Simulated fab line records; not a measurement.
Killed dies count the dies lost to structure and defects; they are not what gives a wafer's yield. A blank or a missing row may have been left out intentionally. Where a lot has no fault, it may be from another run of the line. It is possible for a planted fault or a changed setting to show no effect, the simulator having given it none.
Split-lot study :: flow n5Finfet :: 21 wafers read from 7 lots, route of 1938 steps

ABOUT THE SPLIT
At N5_BEOL_M4_COAT_73 (time 60 s, resist thk 5 nm), the setting spinRpm was moved away from the recipe's 1500 rpm on 7 of the 21 wafers read, by -11.1% to +6.1%. For the rest of the wafers, this setting stayed at what the recipe calls for.

FROM THE SPLIT TO THE READING: what the file shows between them, 4 steps
- N5_BEOL_M4_COAT_05: resist thk 30 nm (also split here: spinRpm)
- N5_BEOL_M4_EBR_07
- N5_BEOL_M4_SOFTBAKE_06: time 60 s
- N5_BEOL_M4_DESCUM_16: chemistry O2, time 7 s

THE READING
etch.depthNm (the simulator's own value, which no gauge read), in nm, at N5_BEOL_M4_ETCH_74 (etches underlayer in N2/H2, target depth 6.5 nm, time 5.2 s). The file gives no usual value for it. Here, 14 wafers ran the recipe; their average is 5.005 nm with a standard deviation of 0.019 nm.

wafer: L075.1
tool, chamber at the split: lithoTrack-03, 0
spinRpm as run, rpm: 1500
against the recipe: recipe
etch.depthNm, nm: 4.992
against lot-mates on the recipe: -

wafer: L075.3
tool, chamber at the split: lithoTrack-03, 0
spinRpm as run, rpm: 1555
against the recipe: +3.7%
etch.depthNm, nm: 4.918
against lot-mates on the recipe: -0.074

wafer: L075.4
tool, chamber at the split: lithoTrack-03, 0
spinRpm as run, rpm: 1555
against the recipe: +3.7%
etch.depthNm, nm: 4.903
against lot-mates on the recipe: -0.089

wafer: L080.2
tool, chamber at the split: lithoTrack-03, 0
spinRpm as run, rpm: 1413
against the recipe: -5.8%
etch.depthNm, nm: 5.123
against lot-mates on the recipe: +0.150

wafer: L080.4
tool, chamber at the split: lithoTrack-03, 0
spinRpm as run, rpm: 1413
against the recipe: -5.8%
etch.depthNm, nm: 5.119
against lot-mates on the recipe: +0.146

wafer: L080.6
tool, chamber at the split: lithoTrack-03, 0
spinRpm as run, rpm: 1500
against the recipe: recipe
etch.depthNm, nm: 4.973
against lot-mates on the recipe: -

wafer: L088.1
tool, chamber at the split: lithoTrack-05, 0
spinRpm as run, rpm: 1591
against the recipe: +6.1%
etch.depthNm, nm: 4.832
against lot-mates on the recipe: -0.150

wafer: L088.3
tool, chamber at the split: lithoTrack-05, 0
spinRpm as run, rpm: 1500
against the recipe: recipe
etch.depthNm, nm: 4.985
against lot-mates on the recipe: -

wafer: L088.4
tool, chamber at the split: lithoTrack-05, 0
spinRpm as run, rpm: 1500
against the recipe: recipe
etch.depthNm, nm: 4.979
against lot-mates on the recipe: -

wafer: L090.3
tool, chamber at the split: lithoTrack-05, 0
spinRpm as run, rpm: 1500
against the recipe: recipe
etch.depthNm, nm: 5.015
against lot-mates on the recipe: -

wafer: L090.4
tool, chamber at the split: lithoTrack-05, 0
spinRpm as run, rpm: 1500
against the recipe: recipe
etch.depthNm, nm: 5.007
against lot-mates on the recipe: -

wafer: L090.6
tool, chamber at the split: lithoTrack-05, 0
spinRpm as run, rpm: 1500
against the recipe: recipe
etch.depthNm, nm: 5.007
against lot-mates on the recipe: -

wafer: L091.3
tool, chamber at the split: lithoTrack-02, 0
spinRpm as run, rpm: 1500
against the recipe: recipe
etch.depthNm, nm: 5.039
against lot-mates on the recipe: -

wafer: L091.5
tool, chamber at the split: lithoTrack-02, 0
spinRpm as run, rpm: 1500
against the recipe: recipe
etch.depthNm, nm: 5.021
against lot-mates on the recipe: -

wafer: L091.6
tool, chamber at the split: lithoTrack-02, 0
spinRpm as run, rpm: 1500
against the recipe: recipe
etch.depthNm, nm: 5.03
against lot-mates on the recipe: -

wafer: L093.2
tool, chamber at the split: lithoTrack-05, 0
spinRpm as run, rpm: 1334
against the recipe: -11.1%
etch.depthNm, nm: 5.309
against lot-mates on the recipe: +0.287

wafer: L093.3
tool, chamber at the split: lithoTrack-05, 0
spinRpm as run, rpm: 1334
against the recipe: -11.1%
etch.depthNm, nm: 5.311
against lot-mates on the recipe: +0.289

wafer: L093.6
tool, chamber at the split: lithoTrack-05, 0
spinRpm as run, rpm: 1500
against the recipe: recipe
etch.depthNm, nm: 5.022
against lot-mates on the recipe: -

wafer: L095.2
tool, chamber at the split: lithoTrack-03, 0
spinRpm as run, rpm: 1500
against the recipe: recipe
etch.depthNm, nm: 5.004
against lot-mates on the recipe: -

wafer: L095.3
tool, chamber at the split: lithoTrack-03, 0
spinRpm as run, rpm: 1500
against the recipe: recipe
etch.depthNm, nm: 4.994
against lot-mates on the recipe: -

wafer: L095.5
tool, chamber at the split: lithoTrack-03, 0
spinRpm as run, rpm: 1500
against the recipe: recipe
etch.depthNm, nm: 5.005
against lot-mates on the recipe: -

FIT RESULTS
A straight line over all 21 wafers: etch.depthNm changes by -0.0263 nm for each +1% of spinRpm; r = -0.98; the points scatter about the line by 0.021 nm.
The same after taking each lot's own level away (the mean of its wafers on the recipe; 21 wafers): -0.0254 nm for each +1%; r = -1.00; scatter 0.0061 nm.
That fit puts the effect of the largest move of spinRpm on the reading at 0.28 nm.
The span of the lots' own levels, 4.9730 to 5.0300 nm, comes to 3.1 times the standard deviation stated above.
So the lot-to-lot level changes the slope little: the two slopes agree.
Check: with one of the wafers moved furthest among these (-11.1%) left out of the fit, the line predicts +0.282 nm for it against its lot-mates. Against them it came out at +0.287 nm.

OTHER SPLITS APPLIED TO THESE WAFERS
These wafers also went through other splits before the reading. Each is held against what the fit with the lots' levels taken away leaves over:
other split on the same wafers: N5_BEOL_M0_SAQP_EXPOSE_37 doseMj
wafers away from the commonest value: 8
r with etch.depthNm (lot level and that fit taken away): +0.31

other split on the same wafers: N5_BEOL_M1_COAT_05 spinRpm
wafers away from the commonest value: 6
r with etch.depthNm (lot level and that fit taken away): -0.13

other split on the same wafers: N5_BEOL_M3_COAT_05 spinRpm
wafers away from the commonest value: 4
r with etch.depthNm (lot level and that fit taken away): +0.14

other split on the same wafers: N5_BEOL_M4_COAT_05 spinRpm
wafers away from the commonest value: 8
r with etch.depthNm (lot level and that fit taken away): +0.20

THE WHOLE CHAIN: every reading that the file lists as answering this split, in the file's order
step: N5_BEOL_M4_COAT_73
what it does: time 60 s, resist thk 5 nm
reading: underlayer_of_BEOL_M4_COAT_73.thkNm (the simulator's own value, which no gauge read)
change (the file's fit): -0.033 nm for each +1% of the setting
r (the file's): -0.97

step: N5_BEOL_M4_ETCH_74
what it does: etches underlayer in N2/H2, target depth 6.5 nm, time 5.2 s
reading: etchRfOnTimeS
change (the file's fit): withheld for each +1% of the setting
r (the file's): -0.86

step: N5_BEOL_M4_ETCH_74
what it does: etches underlayer in N2/H2, target depth 6.5 nm, time 5.2 s
reading: etch.depthNm (the simulator's own value, which no gauge read)
change (the file's fit): -0.0254 nm for each +1% of the setting
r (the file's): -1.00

THE FILE'S OWN FIT
etch.depthNm changes by -0.0254 nm for each +1% of spinRpm, r = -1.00.
